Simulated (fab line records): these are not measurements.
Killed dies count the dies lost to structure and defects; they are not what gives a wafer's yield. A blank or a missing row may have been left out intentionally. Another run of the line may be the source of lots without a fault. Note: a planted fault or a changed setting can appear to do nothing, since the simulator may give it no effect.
fab line records ; flow n5_finfet
[record] lots = 6; wafers = 18; last_day = 19
route steps=1938 shown BEOL_M0_SAQP@683 BEOL_M4@1111
lots that met no fault: from a run of the same line without faults
start_h: hours from the record's opening day to when the first of the lot's shown wafers began ; wait_h: how many hours have passed since the lot's step before this one ; " identical to the entry in the row above ; L1.1+2: a single row standing in for several wafers ; - either no value or no given start ; * or withheld: withheld ; < > ~ a bound
route shown NAME@n: NAME is a module with steps in the file, n the number in the route of the first one ; usual: mean/standard deviation taken from wafers without a fault ; same: alike in all rows ; chamber/n: place in a boat ; sites: readings site by site ; _std_site: standard deviation of those values ; _edge_site: inner sites' mean taken away from outer sites' mean ; radius_mm: for every site, how far away it sits from the centre of the wafer ; mask NAME#n: copy n ; behind: the tool/chamber that last shaped the wafer ; hold: cause of the lot's hold/its duration in hours/its outcome ; device: the n, p or np transistor that did not switch ; end of line: tests of these same wafers at the route's end ; a step given without rows: its recipe and nothing more ; killed: dies lost to structure and defects at the first sort, not the wafer's yield ; map: a wafer's dies, x killed, . not, _ none there
set.NAME: setting as actually run; set.NAME@STEP: the setting as run at that earlier step ; model.NAME: the simulator's own value behind a step, which no gauge read
certain route steps with their lots: each step a table, each wafer a row
services: when a tool's chamber went out of use (start_h, in hours from the record's first day, below 0 if earlier), for how many hours, and the reason
[[steps]]
[step N5_BEOL_M0_SAQP_COAT_34]
[recipe] resist = CAR-EUV; spin_rpm = 1500; resist_thk_nm = 30
[step N5_BEOL_M0_SAQP_EBR_36]
[recipe] solvent = PGMEA; ebr_width_mm = 1.5
[step N5_BEOL_M0_SAQP_SOFTBAKE_35]
[recipe] temp_c = 110; time_s = 60; resist = CAR-EUV
[step N5_BEOL_M0_SAQP_EXPOSE_37]
[recipe] mask_id = M0_CUT1; na = 0.33; source_shape = annular; sigma_inner = 0.35; sigma_outer = 0.8; polarization = unpolarized; target_cd_nm = 30; dose_mj = 44.75
[step N5_BEOL_M0_SAQP_PEB_38]
[recipe] peb_temp_c = 100; peb_time_s = 60; resist = CAR-EUV
[step N5_BEOL_M0_SAQP_DEVELOP_39]
[recipe] develop_time_s = 30; developer = TMAH; resist = CAR-EUV; rinse_liquid = surfactant_rinse; dry = air_spin; dev_temp_c = 23
[step N5_BEOL_M0_SAQP_CD_MEAS_40]
[recipe] target_cd_nm = 30; landing_energy_ev = 500; detector = se_inlens
[usual] cd_nm = 30.03/0.22
lot.wafer;tool;chamber;start_h;wait_h;cd_nm
L473.1;cd_sem-02;0;156.50;-;29.97
L473.3;cd_sem-02;0;156.50;-;29.77
L473.4;cd_sem-02;0;156.50;-;29.98
L478.1;cd_sem-01;0;184.50;-;30.22
L478.3;cd_sem-01;0;184.50;-;29.69
L478.5;cd_sem-01;0;184.50;-;30.04
L480.3;cd_sem-03;0;195.05;-;30.06
L480.5;cd_sem-03;0;195.05;-;30.03
L480.6;cd_sem-03;0;195.05;-;29.92
L481.3;cd_sem-02;0;202.81;-;30.08
L481.4;cd_sem-02;0;202.81;-;30.10
L481.5;cd_sem-02;0;202.81;-;30.56
L482.1;cd_sem-02;0;216.51;-;30.06
L482.3;cd_sem-02;0;216.51;-;29.70
L482.5;cd_sem-02;0;216.51;-;29.78
L489.2;cd_sem-01;0;258.85;-;29.82
L489.3;cd_sem-01;0;258.85;-;29.99
L489.5;cd_sem-01;0;258.85;-;30.02
[step N5_BEOL_M0_SAQP_OVL_MEAS_41]
[recipe] points_per_wafer = 522
[usual] M0_CUT1_OVL = -0.6/0.76
lot.wafer;tool;chamber;start_h;wait_h;M0_CUT1_OVL[nm]
L473.1;overlay-02;0;156.53;0.0;-0.7
L473.3;overlay-02;0;156.53;0.0;-1.4
L473.4;overlay-02;0;156.53;0.0;0.9
L478.1;overlay-02;0;184.53;0.0;-0.8
L478.3;overlay-02;0;184.53;0.0;-0.4
L478.5;overlay-02;0;184.53;0.0;-0.6
L480.3;overlay-01;0;195.08;0.0;-1.7
L480.5;overlay-01;0;195.08;0.0;-1.5
L480.6;overlay-01;0;195.08;0.0;-0.6
L481.3;overlay-02;0;202.85;0.0;1.0
L481.4;overlay-02;0;202.85;0.0;-1.3
L481.5;overlay-02;0;202.85;0.0;0.2
L482.1;overlay-01;0;216.54;0.0;-1.1
L482.3;overlay-01;0;216.54;0.0;-1.8
L482.5;overlay-01;0;216.54;0.0;-1.6
L489.2;overlay-01;0;258.88;0.0;-0.4
L489.3;overlay-01;0;258.88;0.0;1.2
L489.5;overlay-01;0;258.88;0.0;1.4
[step N5_BEOL_M0_SAQP_INSPECT_42]
[recipe] mode = adi; inspect_instrument = brightfield
[usual] raw_defect_count = 254/83
lot.wafer;tool;chamber;start_h;wait_h;raw_defect_count
L473.1;defect_inspect-01;-;156.59;0.1;299
L473.3;defect_inspect-01;-;156.59;0.1;262
L473.4;defect_inspect-01;-;156.59;0.1;277
L478.1;defect_inspect-02;-;184.59;0.1;265
L478.3;defect_inspect-02;-;184.59;0.1;296
L478.5;defect_inspect-02;-;184.59;0.1;370
L480.3;defect_inspect-01;-;195.13;0.0;157
L480.5;defect_inspect-01;-;195.13;0.0;215
L480.6;defect_inspect-01;-;195.13;0.0;371
L481.3;defect_inspect-02;-;202.89;0.0;252
L481.4;defect_inspect-02;-;202.89;0.0;280
L481.5;defect_inspect-02;-;202.89;0.0;329
L482.1;defect_inspect-01;-;216.60;0.1;197
L482.3;defect_inspect-01;-;216.60;0.1;207
L482.5;defect_inspect-01;-;216.60;0.1;241
L489.2;defect_inspect-02;-;258.94;0.0;300
L489.3;defect_inspect-02;-;258.94;0.0;201
L489.5;defect_inspect-02;-;258.94;0.0;190
[step N5_BEOL_M0_SAQP_DESCUM_45]
[recipe] chemistry = O2; time_s = 7; source_power_w = 50; bias_power_w = 20; pressure_mtorr = 20; rf_frequency_hz = 2.712e+07; temp_c = 40; resist = CAR-EUV; o2_flow_sccm = 225
[usual] drypump_motor_current_A = 5.4/0.44; oes_product_au = 0.76/0.063; rf_fwd_power_W = 49.43/0.24; rf_vpp_V = 244.0/1.3; showerhead_plenum_p_Torr = 2.15/0.059; throttle_valve_pct = 20.46/0.23
[same] time_s = 7
lot.wafer;tool;chamber;start_h;wait_h;drypump_motor_current_A;oes_product_au;rf_fwd_power_W;rf_hours_counter_h;rf_vpp_V;showerhead_plenum_p_Torr;throttle_valve_pct
L473.1;rie_diel-04;1;156.63;0.0;6.1;0.68;49.11;227;241.1;1.98;20.46
L473.3;rie_diel-04;3;156.63;0.0;5.7;0.78;49.70;129;242.5;2.11;20.31
L473.4;rie_diel-04;2;156.63;0.0;5.5;0.72;49.14;183;244.1;2.07;20.48
L478.1;rie_diel-01;1;185.22;0.6;5.8;0.69;49.39;233;244.5;2.15;20.71
L478.3;rie_diel-01;2;185.22;0.6;5.0;0.76;49.72;154;242.8;2.10;20.65
L478.5;rie_diel-01;0;185.22;0.6;5.5;0.75;49.44;-;245.0;2.19;20.25
L480.3;rie_diel-01;2;195.73;0.6;5.0;0.76;49.86;158;242.8;2.10;20.64
L480.5;rie_diel-01;3;195.73;0.6;4.6;0.74;49.36;-;244.6;2.17;20.25
L480.6;rie_diel-01;0;195.73;0.6;5.5;0.75;49.66;-;243.6;2.19;20.26
L481.3;rie_diel-01;1;202.96;0.1;5.7;0.69;49.35;238;243.0;2.15;20.72
L481.4;rie_diel-01;2;202.96;0.1;5.0;0.75;49.42;159;242.6;2.10;20.64
L481.5;rie_diel-01;1;202.96;0.1;5.7;0.70;49.60;-;246.4;2.15;20.71
L482.1;rie_diel-02;2;217.93;1.3;4.8;0.82;49.58;85;245.3;2.20;20.87
L482.3;rie_diel-02;3;217.93;1.3;5.5;0.80;49.55;88;245.3;2.20;20.15
L482.5;rie_diel-02;0;217.93;1.3;5.0;0.68;49.38;-;244.6;2.16;20.55
L489.2;rie_diel-04;2;258.97;0.0;5.5;0.69;49.09;220;240.6;2.06;20.51
L489.3;rie_diel-04;3;258.97;0.0;5.7;0.74;49.20;165;244.4;2.09;20.36
L489.5;rie_diel-04;0;258.97;0.0;6.1;0.94;49.15;-;243.3;2.14;20.43
[step N5_BEOL_M0_SAQP_ETCH_88]
[recipe] chemistry = N2/H2; target = underlayer; target_depth_a = 65; time_s = 5.2; ion_energy_ev = 200; mask_material = CAR-EUV; pressure_mtorr = 30; source_w = 840; bias_w = 150; n2_flow_sccm = 200; h2_flow_sccm = 200; ends = cleared
[usual] drypump_motor_current_A = 5.4/0.44; etch_rf_on_time_s = 5.23/0.083; oes_product_au = 0.64/0.054; rf_fwd_power_W = 819.2/2.8; rf_vpp_V = 525.6/2.3; showerhead_plenum_p_Torr = 2.61/0.074; throttle_valve_pct = 17.91/0.26
lot.wafer;tool;chamber;start_h;wait_h;drypump_motor_current_A;etch_rf_on_time_s;oes_product_au;rf_fwd_power_W;rf_hours_counter_h;rf_vpp_V;showerhead_plenum_p_Torr;throttle_valve_pct
L473.1;rie_diel-04;1;156.66;0.0;6.1;5.19;0.59;823.3;227;519.2;2.41;17.90
L473.3;rie_diel-04;3;156.66;0.0;5.6;5.16;0.67;818.9;129;523.1;2.55;17.71
L473.4;rie_diel-04;2;156.66;0.0;5.5;5.30;0.61;819.9;183;523.4;2.53;17.94
L478.1;rie_diel-01;1;185.26;0.0;5.7;5.34;0.60;816.3;233;525.8;2.62;18.26
L478.3;rie_diel-01;2;185.26;0.0;5.0;5.23;0.64;819.6;154;521.5;2.54;17.96
L478.5;rie_diel-01;0;185.26;0.0;5.5;5.20;0.64;819.8;-;525.8;2.65;17.69
L480.3;rie_diel-01;2;195.77;0.0;4.9;5.13;0.65;819.5;158;524.2;2.54;17.97
L480.5;rie_diel-01;3;195.77;0.0;4.7;5.31;0.63;819.3;-;528.2;2.64;17.69
L480.6;rie_diel-01;0;195.77;0.0;5.5;5.15;0.65;822.4;-;523.9;2.65;17.69
L481.3;rie_diel-01;1;203.00;0.0;5.8;5.31;0.59;819.3;238;526.8;2.61;18.24
L481.4;rie_diel-01;2;203.00;0.0;4.9;5.16;0.64;818.3;159;523.9;2.54;17.97
L481.5;rie_diel-01;1;203.00;0.0;5.8;5.31;0.60;821.5;-;523.9;2.61;18.27
L482.1;rie_diel-02;2;217.96;0.0;4.9;5.09;0.71;818.6;85;528.4;2.68;18.42
L482.3;rie_diel-02;3;217.96;0.0;5.5;5.26;0.69;815.9;88;527.7;2.68;17.57
L482.5;rie_diel-02;0;217.96;0.0;5.1;5.29;0.58;812.1;-;525.1;2.63;18.03
L489.2;rie_diel-04;2;259.00;0.0;5.5;5.27;0.59;827.4;220;521.4;2.51;18.01
L489.3;rie_diel-04;3;259.00;0.0;5.6;5.11;0.64;822.2;165;524.3;2.53;17.77
L489.5;rie_diel-04;0;259.00;0.0;6.1;5.18;0.81;821.5;-;525.4;2.60;17.84
[step N5_BEOL_M0_SAQP_ETCH_73]
[recipe] chemistry = CF4; target = SiARC; target_depth_a = 195; mask_material = CAR-EUV; time_s = 32.5; ion_energy_ev = 80; pressure_mtorr = 40; source_w = 545; bias_w = 36; Ar_flow_sccm = 100; cf4_flow_sccm = 100; ends = cleared
[usual] drypump_motor_current_A = 5.4/0.44; etch_rf_on_time_s = 32.8/0.57; oes_product_au = 0.65/0.054; rf_fwd_power_W = 533.8/2.6; rf_vpp_V = 184.5/1; showerhead_plenum_p_Torr = 2.19/0.057; throttle_valve_pct = 15.65/0.21
lot.wafer;tool;chamber;start_h;wait_h;drypump_motor_current_A;etch_rf_on_time_s;oes_product_au;rf_fwd_power_W;rf_hours_counter_h;rf_vpp_V;showerhead_plenum_p_Torr;throttle_valve_pct
L473.1;rie_diel-04;1;156.68;0.0;6.1;32.9;0.59;530.5;227;182.6;2.04;15.76
L473.3;rie_diel-04;3;156.68;0.0;5.6;32.5;0.67;531.3;129;183.9;2.15;15.46
L473.4;rie_diel-04;2;156.68;0.0;5.5;33.8;0.61;530.8;183;184.3;2.13;15.70
L478.1;rie_diel-01;1;185.27;0.0;5.7;33.4;0.59;533.4;233;184.6;2.20;15.94
L478.3;rie_diel-01;2;185.27;0.0;5.0;32.2;0.65;532.7;154;184.1;2.14;15.76
L478.5;rie_diel-01;0;185.27;0.0;5.5;32.4;0.64;534.0;-;184.4;2.23;15.43
L480.3;rie_diel-01;2;195.78;0.0;5.0;32.0;0.65;537.0;158;182.5;2.14;15.76
L480.5;rie_diel-01;3;195.78;0.0;4.6;32.6;0.63;531.8;-;183.4;2.22;15.52
L480.6;rie_diel-01;0;195.78;0.0;5.5;32.7;0.64;532.7;-;185.6;2.23;15.46
L481.3;rie_diel-01;1;203.01;0.0;5.8;33.4;0.60;532.3;238;184.1;2.20;15.95
L481.4;rie_diel-01;2;203.01;0.0;5.0;32.0;0.65;536.1;159;184.3;2.14;15.78
L481.5;rie_diel-01;1;203.01;0.0;5.8;33.2;0.59;532.9;-;184.3;2.20;15.96
L482.1;rie_diel-02;2;217.98;0.0;4.8;32.4;0.71;535.0;85;186.4;2.25;15.95
L482.3;rie_diel-02;3;217.98;0.0;5.5;32.8;0.69;534.4;88;184.9;2.25;15.37
L482.5;rie_diel-02;0;217.98;0.0;5.1;33.3;0.58;534.8;-;185.6;2.20;15.79
L489.2;rie_diel-04;2;259.02;0.0;5.5;33.6;0.59;531.7;220;184.5;2.11;15.78
L489.3;rie_diel-04;3;259.02;0.0;5.7;32.1;0.65;534.9;165;184.4;2.14;15.55
L489.5;rie_diel-04;0;259.02;0.0;6.1;32.9;0.79;530.3;-;184.7;2.18;15.49
[step N5_BEOL_M0_SAQP_CUT_ETCH_46]
[recipe] chemistry = N2/H2; target = SOC; target_depth_a = 1350; overetch_a = 270; temp_c = 40; time_s = 202.5; ion_energy_ev = 200; mask_material = SiARC; pressure_mtorr = 30; source_w = 840; bias_w = 150; n2_flow_sccm = 200; h2_flow_sccm = 200
[usual] drypump_motor_current_A = 5.4/0.44; rf_fwd_power_W = 837.9/2.8; rf_vpp_V = 525.6/2; showerhead_plenum_p_Torr = 2.61/0.074; throttle_valve_pct = 17.87/0.26
[same] time_s = 202.5
lot.wafer;tool;chamber;start_h;wait_h;drypump_motor_current_A;rf_fwd_power_W;rf_hours_counter_h;rf_vpp_V;showerhead_plenum_p_Torr;throttle_valve_pct;model.SiARC_of_BEOL_M0_SAQP_COAT_72.thk_nm
L473.1;rie_diel-04;1;156.71;0.0;6.1;840.5;227;521.5;2.41;17.85;5
L473.3;rie_diel-04;3;156.71;0.0;5.6;836.5;129;524.3;2.54;17.66;4.8
L473.4;rie_diel-04;2;156.71;0.0;5.5;834.9;183;524.5;2.53;17.89;5.2
L478.1;rie_diel-01;1;185.30;0.0;5.7;831.5;233;525.7;2.62;18.21;5
L478.3;rie_diel-01;2;185.30;0.0;5.0;841.3;154;524.5;2.54;17.90;4.8
L478.5;rie_diel-01;0;185.30;0.0;5.5;834.9;-;527.0;2.65;17.63;4.8
L480.3;rie_diel-01;2;195.82;0.0;4.9;844.1;158;524.0;2.54;17.90;5
L480.5;rie_diel-01;3;195.82;0.0;4.6;837.0;-;527.3;2.64;17.64;6
L480.6;rie_diel-01;0;195.82;0.0;5.5;836.5;-;526.6;2.65;17.63;5.8
L481.3;rie_diel-01;1;203.05;0.0;5.7;836.7;238;526.7;2.61;18.23;5
L481.4;rie_diel-01;2;203.05;0.0;5.0;839.0;159;525.0;2.54;17.92;5
L481.5;rie_diel-01;1;203.05;0.0;5.8;838.2;-;527.1;2.61;18.22;5.8
L482.1;rie_diel-02;2;218.01;0.0;4.8;840.1;85;526.9;2.68;18.34;4.8
L482.3;rie_diel-02;3;218.01;0.0;5.5;842.1;88;528.5;2.68;17.53;5
L482.5;rie_diel-02;0;218.01;0.0;5.1;838.1;-;525.6;2.63;17.98;5
L489.2;rie_diel-04;2;259.05;0.0;5.5;835.8;220;523.8;2.51;17.95;5.2
L489.3;rie_diel-04;3;259.05;0.0;5.6;840.6;165;521.8;2.53;17.73;5
L489.5;rie_diel-04;0;259.05;0.0;6.1;844.4;-;526.3;2.60;17.79;4.8
[step N5_BEOL_M0_SAQP_STRIP_74]
[recipe] chemistry = N2/H2; temp_c = 40; n2_flow_sccm = 200; h2_flow_sccm = 200; rf_frequency_hz = 6e+07
[step N5_BEOL_M4_RC_MEAS_101]
[usual] DIBL_N = 36.3/1.2; DIBL_P = 36.3/1.4; IOFF_N = 0.160/0.02; IOFF_P = 0.210/0.025; ION_N = 675/9.5; ION_P = 462/7; SS_N = 71.5/0.53; SS_P = 73.4/0.55; VT_N = 249.5/2.6; VT_P = -250.1/2.9
lot.wafer;tool;chamber;start_h;wait_h;DIBL_N[mV/V];DIBL_P[mV/V];IOFF_N[nA/um];IOFF_P[nA/um];ION_N[uA/um];ION_P[uA/um];SS_N[mV/dec];SS_P[mV/dec];VT_N[mV];VT_P[mV]
L473.1;prober-02;0;220.82;0.0;37.0;37.8;0.171;0.207;667;455;72.6;73.8;245.5;-250.6
L473.3;prober-02;0;220.82;0.0;35.8;37.3;0.155;0.191;669;452;72.1;73.8;248.3;-253.1
L473.4;prober-02;0;220.82;0.0;36.0;36.9;0.145;0.180;659;449;71.6;73.6;250.6;-252.6
L478.1;prober-02;0;287.80;0.0;35.5;34.7;0.166;0.219;682;470;71.3;73.3;246.6;-244.4
L478.3;prober-02;0;287.80;0.0;36.7;36.9;0.196;0.255;694;476;72.0;74.2;243.6;-246.3
L478.5;prober-02;0;287.80;0.0;37.1;36.3;0.194;0.242;692;474;72.1;73.5;245.6;-246.1
L480.3;prober-02;0;312.01;0.3;37.4;37.4;0.188;0.229;680;465;71.6;73.9;245.1;-249.8
L480.5;prober-02;0;312.01;0.3;35.9;35.9;0.156;0.194;673;461;72.2;73.6;248.6;-251.9
L480.6;prober-02;0;312.01;0.3;38.5;38.9;0.207;0.243;669;456;73.3;75.0;246.8;-248.8
L481.3;prober-01;0;317.53;0.3;34.9;35.9;0.144;0.179;679;466;71.6;72.7;252.2;-254.4
L481.4;prober-01;0;317.53;0.3;37.2;38.5;0.188;0.213;680;461;71.4;73.2;248.3;-250.6
L481.5;prober-01;0;317.53;0.3;36.2;36.9;0.161;0.192;680;462;71.5;73.6;250.7;-250.8
L482.1;prober-01;0;329.17;0.0;35.6;35.8;0.138;0.200;667;466;70.9;72.7;250.6;-249.4
L482.3;prober-01;0;329.17;0.0;36.9;37.0;0.153;0.216;659;459;72.1;73.9;250.8;-249.5
L482.5;prober-01;0;329.17;0.0;36.3;36.5;0.149;0.211;670;465;72.0;73.0;252.9;-251.5
L489.2;prober-01;0;356.15;0.2;36.0;37.3;0.190;0.201;660;448;72.0;72.8;247.1;-254.9
L489.3;prober-01;0;356.15;0.2;35.3;37.3;0.179;0.207;670;450;71.0;73.1;247.2;-250.9
L489.5;prober-01;0;356.15;0.2;36.7;38.6;0.202;0.221;684;455;71.5;73.9;247.4;-252.8
[[services]]
tool;chamber;start_h;hours;kind
rie_diel-02;2;137.47;6.3;repair
rie_diel-02;3;164.68;12.2;repair
rie_diel-04;1;180.16;11.0;repair
rie_diel-04;0;191.20;-;clean
rie_diel-04;0;191.20;-;consumable_replace:focus_ring
rie_diel-04;0;191.20;20.1;scheduled_down
rie_diel-04;0;191.20;20.1;vent_cycle
rie_diel-02;-;195.75;0.3;repair
rie_diel-02;3;210.60;4.7;repair
rie_diel-04;1;237.23;-;clean
rie_diel-04;1;237.23;-;consumable_replace:focus_ring
rie_diel-04;1;237.23;-;consumable_replace:showerhead
rie_diel-04;1;237.23;24.6;scheduled_down
rie_diel-04;1;237.23;24.6;vent_cycle
rie_diel-02;-;249.18;0.2;repair
rie_diel-01;1;251.59;-;clean
rie_diel-01;1;251.59;-;consumable_replace:focus_ring
rie_diel-01;1;251.59;17.7;scheduled_down
rie_diel-01;1;251.59;17.7;vent_cycle
[[key]]
first_sign none at tools or gauges
[model_effect] step = N5_BEOL_M0_SAQP_CUT_ETCH_46; value = SiARC_of_BEOL_M0_SAQP_COAT_72.thk_nm; without = 5.067; struck = 5.867
met_at N5_BEOL_M0_SAQP_CUT_ETCH_46
struck_wafers L480.5,L480.6,L481.5
onset_between 185.30 195.82
[fault] kind = process_parameter_drift; tool = rie_diel-01; chamber = -; onset_h = 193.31; steps = N5_BEOL_M0_SAQP_CUT_ETCH_46; channel = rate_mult; offset = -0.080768; shape = step; end_h = 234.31; scope = struck_wafers_only
